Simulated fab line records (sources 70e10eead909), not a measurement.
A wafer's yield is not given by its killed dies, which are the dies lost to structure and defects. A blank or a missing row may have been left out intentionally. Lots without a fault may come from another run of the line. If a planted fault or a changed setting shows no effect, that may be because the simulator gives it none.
Which tool did it? + flow nand harc + 6 lots, 18 wafers sampled, at 5 steps of a route of 1302

WHAT THE GAUGES SHOWED, per wafer
NHARC_END_SORT_01.
| lot  | measured     | on        | killed at array |
|------|--------------|-----------|-----------------|
| L920 | day 30 20:44 | prober-02 | 74 83 81        |

EACH LOT AND THE TOOL THAT RAN IT (in order: tool; ch and the chambers of the sampled wafers; start)
| lot  | NHARC_P_GATE_STRIP_75                | NHARC_P_GATE_DESCUM_61             | NHARC_P_CONTACT_DEP_30          | NHARC_P_CONTACT_CMP_01        |
|------|--------------------------------------|------------------------------------|---------------------------------|-------------------------------|
| L907 | plasma asher-01 ch 0,1, day 6 12:13  | rie diel-13 ch 0,2,3, day 6 13:18  | pecvd-02 ch 1,2, day 6 18:15    | cmp-02 ch 0,2,3, day 6 19:02  |
| L911 | plasma asher-01 ch 0,1, day 8 09:52  | rie diel-03 ch 0,1,2, day 8 10:58  | pecvd-02 ch 1,2, day 8 15:31    | cmp-02 ch 1,2,3, day 8 16:16  |
| L916 | plasma asher-01 ch 0,1, day 10 07:49 | rie diel-13 ch 1,2, day 10 08:47   | pecvd-03 ch 0,1, day 10 13:31   | cmp-01 ch 0,1,3, day 10 14:14 |
| L920 | plasma asher-01 ch 0,1, day 11 14:38 | rie diel-06 ch 0,2,3, day 11 15:43 | pecvd-02 ch 0,1,2, day 11 20:31 | cmp-03 ch 1,2,3, day 11 21:14 |
| L923 | plasma asher-01 ch 0,1, day 13 07:48 | rie diel-13 ch 2,3, day 13 08:53   | pecvd-03 ch 0,2, day 13 13:25   | cmp-03 ch 2,3, day 13 14:10   |
| L928 | plasma asher-02 ch 1, day 15 04:20   | rie diel-06 ch 0,2, day 15 05:19   | pecvd-04 ch 0,1,2, day 15 10:11 | cmp-01 ch 1,3, day 15 10:54   |
- NHARC_P_GATE_STRIP_75: strips in O2.
- NHARC_P_GATE_DESCUM_61: chemistry O2, time 3 s.
- NHARC_P_CONTACT_DEP_30: deposits SiNx, target thk 30 nm.
- NHARC_P_CONTACT_CMP_01: polishes SiO2, target thk 200 nm.

THE ANSWER, worked out from the rows above alone
Rule: what is usual is taken from the lots themselves. The widest of any qualifying gaps counts: lots, ordered by their means at a reading, are off when they make up no more than a third of the lots, leave a main group of 4 or more, and stand apart from it by 3 or more times the standard deviation of that group's means. A main group whose means are all the same, to the digits that the tables above print for the reading, isn't used. Also off: a lot with no number at a reading for which 4 or more lots have one. All remaining lots with rows at the step are treated as sound.
None of the lots is off at any reading shown; this tells nothing.

WHAT THE SIMULATOR PUT IN
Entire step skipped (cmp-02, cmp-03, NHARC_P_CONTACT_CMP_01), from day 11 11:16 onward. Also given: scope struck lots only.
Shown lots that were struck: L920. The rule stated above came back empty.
